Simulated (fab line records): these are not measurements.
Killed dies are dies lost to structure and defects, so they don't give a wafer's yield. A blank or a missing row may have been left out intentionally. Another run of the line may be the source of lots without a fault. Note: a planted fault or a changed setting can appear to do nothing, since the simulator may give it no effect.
Matching of chambers / flow n5_finfet / rie_diel-03 running N5_GATE_CUT_STRIP_41: 4 sister chambers
The step strips in CF4. 22 wafers are shown with their chamber, then 11 later ones without.

== WAFERS WITH THEIR CHAMBER ==
wafer=L075.2; chamber=0; drypump_motor_current_A (A)=6.1; showerhead_plenum_p_Torr (Torr)=1.72; throttle_valve_pct (%)=13.66
wafer=L075.4; chamber=3; drypump_motor_current_A (A)=6.2; showerhead_plenum_p_Torr (Torr)=1.74; throttle_valve_pct (%)=13.48
wafer=L075.6; chamber=1; drypump_motor_current_A (A)=4.7; showerhead_plenum_p_Torr (Torr)=1.84; throttle_valve_pct (%)=13.71
wafer=L076.1; chamber=0; drypump_motor_current_A (A)=6.1; showerhead_plenum_p_Torr (Torr)=1.72; throttle_valve_pct (%)=13.66
wafer=L076.2; chamber=3; drypump_motor_current_A (A)=6.2; showerhead_plenum_p_Torr (Torr)=1.74; throttle_valve_pct (%)=13.48
wafer=L076.4; chamber=2; drypump_motor_current_A (A)=6.2; showerhead_plenum_p_Torr (Torr)=1.73; throttle_valve_pct (%)=13.54
wafer=L077.1; chamber=2; drypump_motor_current_A (A)=6.2; showerhead_plenum_p_Torr (Torr)=1.73; throttle_valve_pct (%)=13.55
wafer=L077.2; chamber=0; drypump_motor_current_A (A)=6.1; showerhead_plenum_p_Torr (Torr)=1.72; throttle_valve_pct (%)=13.68
wafer=L077.5; chamber=0; drypump_motor_current_A (A)=6.1; showerhead_plenum_p_Torr (Torr)=1.72; throttle_valve_pct (%)=13.68
wafer=L079.3; chamber=1; drypump_motor_current_A (A)=4.7; showerhead_plenum_p_Torr (Torr)=1.84; throttle_valve_pct (%)=13.73
wafer=L079.4; chamber=2; drypump_motor_current_A (A)=6.2; showerhead_plenum_p_Torr (Torr)=1.73; throttle_valve_pct (%)=13.56
wafer=L079.6; chamber=3; drypump_motor_current_A (A)=6.2; showerhead_plenum_p_Torr (Torr)=1.74; throttle_valve_pct (%)=13.48
wafer=L080.3; chamber=3; drypump_motor_current_A (A)=6.2; showerhead_plenum_p_Torr (Torr)=1.74; throttle_valve_pct (%)=13.50
wafer=L080.5; chamber=2; drypump_motor_current_A (A)=6.2; showerhead_plenum_p_Torr (Torr)=1.73; throttle_valve_pct (%)=13.58
wafer=L080.6; chamber=3; drypump_motor_current_A (A)=6.2; showerhead_plenum_p_Torr (Torr)=1.74; throttle_valve_pct (%)=13.50
wafer=L081.2; chamber=0; drypump_motor_current_A (A)=6.0; showerhead_plenum_p_Torr (Torr)=1.71; throttle_valve_pct (%)=13.69
wafer=L081.3; chamber=1; drypump_motor_current_A (A)=4.7; showerhead_plenum_p_Torr (Torr)=1.84; throttle_valve_pct (%)=13.74
wafer=L081.4; chamber=2; drypump_motor_current_A (A)=6.2; showerhead_plenum_p_Torr (Torr)=1.73; throttle_valve_pct (%)=13.56
wafer=L086.2; chamber=1; drypump_motor_current_A (A)=4.8; showerhead_plenum_p_Torr (Torr)=1.83; throttle_valve_pct (%)=13.78
wafer=L086.3; chamber=2; drypump_motor_current_A (A)=6.2; showerhead_plenum_p_Torr (Torr)=1.73; throttle_valve_pct (%)=13.59
wafer=L086.6; chamber=0; drypump_motor_current_A (A)=6.1; showerhead_plenum_p_Torr (Torr)=1.71; throttle_valve_pct (%)=13.69
wafer=L090.1; chamber=3; drypump_motor_current_A (A)=6.2; showerhead_plenum_p_Torr (Torr)=1.74; throttle_valve_pct (%)=13.54

SIGNATURES, as means of the wafers listed above
reading=drypump_motor_current_A; chamber 0=6.083; chamber 1=4.725; chamber 2=6.200; chamber 3=6.200; scatter within a chamber=0.0297
reading=showerhead_plenum_p_Torr; chamber 0=1.7167; chamber 1=1.8375; chamber 2=1.7300; chamber 3=1.7400; scatter within a chamber=0.0034
reading=throttle_valve_pct; chamber 0=13.6767; chamber 1=13.7400; chamber 2=13.5633; chamber 3=13.4967; scatter within a chamber=0.0211
Rule: distance of a wafer from a chamber = root of the sum over the readings of ((wafer's reading minus chamber's mean) / reading's scatter) squared. The wafer belongs to the nearest chamber; if the next one is less than 2 further off, it can't be placed. The scatter is the square root of a quotient: the sum, over the shown wafers, of each reading's squared deviation from its chamber's mean, divided by wafers minus chambers.

== WAFERS MISSING THEIR CHAMBER ==
wafer=L090.3; drypump_motor_current_A (A)=6.2; showerhead_plenum_p_Torr (Torr)=1.73; throttle_valve_pct (%)=13.59
wafer=L090.4; drypump_motor_current_A (A)=6.1; showerhead_plenum_p_Torr (Torr)=1.71; throttle_valve_pct (%)=13.73
wafer=L094.1; drypump_motor_current_A (A)=6.1; showerhead_plenum_p_Torr (Torr)=1.71; throttle_valve_pct (%)=13.73
wafer=L094.5; drypump_motor_current_A (A)=6.2; showerhead_plenum_p_Torr (Torr)=1.72; throttle_valve_pct (%)=13.62
wafer=L094.6; drypump_motor_current_A (A)=4.7; showerhead_plenum_p_Torr (Torr)=1.83; throttle_valve_pct (%)=13.22
wafer=L096.1; drypump_motor_current_A (A)=6.2; showerhead_plenum_p_Torr (Torr)=1.72; throttle_valve_pct (%)=13.65
wafer=L096.4; drypump_motor_current_A (A)=6.1; showerhead_plenum_p_Torr (Torr)=1.71; throttle_valve_pct (%)=13.76
wafer=L096.5; drypump_motor_current_A (A)=6.2; showerhead_plenum_p_Torr (Torr)=1.73; throttle_valve_pct (%)=13.57
wafer=L097.1; drypump_motor_current_A (A)=6.1; showerhead_plenum_p_Torr (Torr)=1.71; throttle_valve_pct (%)=13.75
wafer=L097.3; drypump_motor_current_A (A)=6.2; showerhead_plenum_p_Torr (Torr)=1.72; throttle_valve_pct (%)=13.64
wafer=L097.5; drypump_motor_current_A (A)=4.7; showerhead_plenum_p_Torr (Torr)=1.83; throttle_valve_pct (%)=13.22

== WHICH CHAMBER EACH ONE RAN IN ==
wafer=L090.3; from the rows above=2; in truth=2
wafer=L090.4; from the rows above=0; in truth=0
wafer=L094.1; from the rows above=0; in truth=0
wafer=L094.5; from the rows above=can't be placed: 2 or 0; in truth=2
wafer=L094.6; from the rows above=1; in truth=1
wafer=L096.1; from the rows above=can't be placed: 0 or 2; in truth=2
wafer=L096.4; from the rows above=0; in truth=0
wafer=L096.5; from the rows above=2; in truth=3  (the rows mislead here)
wafer=L097.1; from the rows above=0; in truth=0
wafer=L097.3; from the rows above=can't be placed: 0 or 2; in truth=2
wafer=L097.5; from the rows above=1; in truth=1
Placed correctly: 7 of 11. From these rows, 3 cannot be placed; in 3 the true chamber is one of the candidates. 1 placed wrongly.
